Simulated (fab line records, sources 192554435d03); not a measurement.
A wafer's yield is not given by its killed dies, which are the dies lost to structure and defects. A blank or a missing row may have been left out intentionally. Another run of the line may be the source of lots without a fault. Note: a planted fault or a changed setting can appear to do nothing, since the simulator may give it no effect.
Chamber matching || flow n5_finfet || cmp-01 running N5_BEOL_M5_CMP_52: 4 sister chambers
The step polishes, stops on SiCOH lowk, t overpolish 6.9 s, target thk 62 nm. 14 wafers are shown with their chamber, then 7 later ones without.

EACH WAFER AND ITS CHAMBER
{"wafer": "L075.1", "chamber": 3, "motor_current_A (A)": 6.4, "barrier_field_endpoint_s (s)": 23.6, "time_to_endpoint_s (s)": 56.5}
{"wafer": "L075.4", "chamber": 0, "motor_current_A (A)": 5.6, "barrier_field_endpoint_s (s)": 24.9, "time_to_endpoint_s (s)": 62.8}
{"wafer": "L075.6", "chamber": 1, "motor_current_A (A)": 5.5, "barrier_field_endpoint_s (s)": 24.6, "time_to_endpoint_s (s)": 60.4}
{"wafer": "L079.3", "chamber": 0, "motor_current_A (A)": 5.6, "barrier_field_endpoint_s (s)": 24.3, "time_to_endpoint_s (s)": 61.1}
{"wafer": "L079.4", "chamber": 2, "motor_current_A (A)": 6.3, "barrier_field_endpoint_s (s)": 24.3, "time_to_endpoint_s (s)": 59.7}
{"wafer": "L079.5", "chamber": 3, "motor_current_A (A)": 5.9, "barrier_field_endpoint_s (s)": 23.3, "time_to_endpoint_s (s)": 53.2}
{"wafer": "L080.2", "chamber": 1, "motor_current_A (A)": 5.5, "barrier_field_endpoint_s (s)": 24.0, "time_to_endpoint_s (s)": 60.2}
{"wafer": "L080.3", "chamber": 0, "motor_current_A (A)": 5.2, "barrier_field_endpoint_s (s)": 24.6, "time_to_endpoint_s (s)": 64.1}
{"wafer": "L080.6", "chamber": 2, "motor_current_A (A)": 6.2, "barrier_field_endpoint_s (s)": 25.2, "time_to_endpoint_s (s)": 62.0}
{"wafer": "L088.3", "chamber": 2, "motor_current_A (A)": 6.0, "barrier_field_endpoint_s (s)": 25.6, "time_to_endpoint_s (s)": 65.4}
{"wafer": "L088.4", "chamber": 1, "motor_current_A (A)": 5.2, "barrier_field_endpoint_s (s)": 24.8, "time_to_endpoint_s (s)": 64.3}
{"wafer": "L088.5", "chamber": 2, "motor_current_A (A)": 6.2, "barrier_field_endpoint_s (s)": 25.5, "time_to_endpoint_s (s)": 62.5}
{"wafer": "L093.3", "chamber": 3, "motor_current_A (A)": 6.1, "barrier_field_endpoint_s (s)": 23.3, "time_to_endpoint_s (s)": 57.6}
{"wafer": "L093.4", "chamber": 2, "motor_current_A (A)": 6.4, "barrier_field_endpoint_s (s)": 23.8, "time_to_endpoint_s (s)": 59.1}

SIGNATURES (averages over the wafers above)
{"reading": "motor_current_A", "chamber 0": 5.467, "chamber 1": 5.400, "chamber 2": 6.220, "chamber 3": 6.133, "scatter within a chamber": 0.195}
{"reading": "barrier_field_endpoint_s", "chamber 0": 24.600, "chamber 1": 24.467, "chamber 2": 24.880, "chamber 3": 23.400, "scatter within a chamber": 0.556}
{"reading": "time_to_endpoint_s", "chamber 0": 62.667, "chamber 1": 61.633, "chamber 2": 61.740, "chamber 3": 55.767, "scatter within a chamber": 2.26}
Rule: a wafer lies at a distance from a chamber equal to the root of the sum of squares, over the readings, of (its reading less the chamber's mean, divided by the reading's scatter). If the next closest chamber is less than 2 further off than the closest, the wafer can't be placed; otherwise it belongs to the closest. The scatter: the root of (the sum of the squares of (reading less its chamber's mean) over the shown wafers, divided by (wafers less chambers)).

WAFERS WHOSE CHAMBER IS MISSING
{"wafer": "L093.6", "motor_current_A (A)": 6.3, "barrier_field_endpoint_s (s)": 23.5, "time_to_endpoint_s (s)": 62.9}
{"wafer": "L094.1", "motor_current_A (A)": 6.2, "barrier_field_endpoint_s (s)": 24.2, "time_to_endpoint_s (s)": 57.0}
{"wafer": "L094.4", "motor_current_A (A)": 5.5, "barrier_field_endpoint_s (s)": 24.1, "time_to_endpoint_s (s)": 61.6}
{"wafer": "L094.5", "motor_current_A (A)": 6.1, "barrier_field_endpoint_s (s)": 24.1, "time_to_endpoint_s (s)": 55.1}
{"wafer": "L096.3", "motor_current_A (A)": 5.4, "barrier_field_endpoint_s (s)": 24.8, "time_to_endpoint_s (s)": 64.7}
{"wafer": "L096.5", "motor_current_A (A)": 5.2, "barrier_field_endpoint_s (s)": 24.6, "time_to_endpoint_s (s)": 61.9}
{"wafer": "L096.6", "motor_current_A (A)": 5.9, "barrier_field_endpoint_s (s)": 23.9, "time_to_endpoint_s (s)": 57.2}

EACH ONE'S CHAMBER
{"wafer": "L093.6", "from the rows above": "can't be placed: 2 or 3", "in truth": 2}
{"wafer": "L094.1", "from the rows above": "can't be placed: 3 or 2", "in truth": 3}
{"wafer": "L094.4", "from the rows above": "can't be placed: 1 or 0", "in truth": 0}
{"wafer": "L094.5", "from the rows above": 3, "in truth": 3}
{"wafer": "L096.3", "from the rows above": "can't be placed: 0 or 1", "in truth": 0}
{"wafer": "L096.5", "from the rows above": "can't be placed: 1 or 0", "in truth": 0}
{"wafer": "L096.6", "from the rows above": "can't be placed: 3 or 2 or 1 or 0", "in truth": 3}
Placed correctly: 1 of 7. From these rows, 6 cannot be placed; in 6 the true chamber is one of the candidates. Placed wrongly: 0.
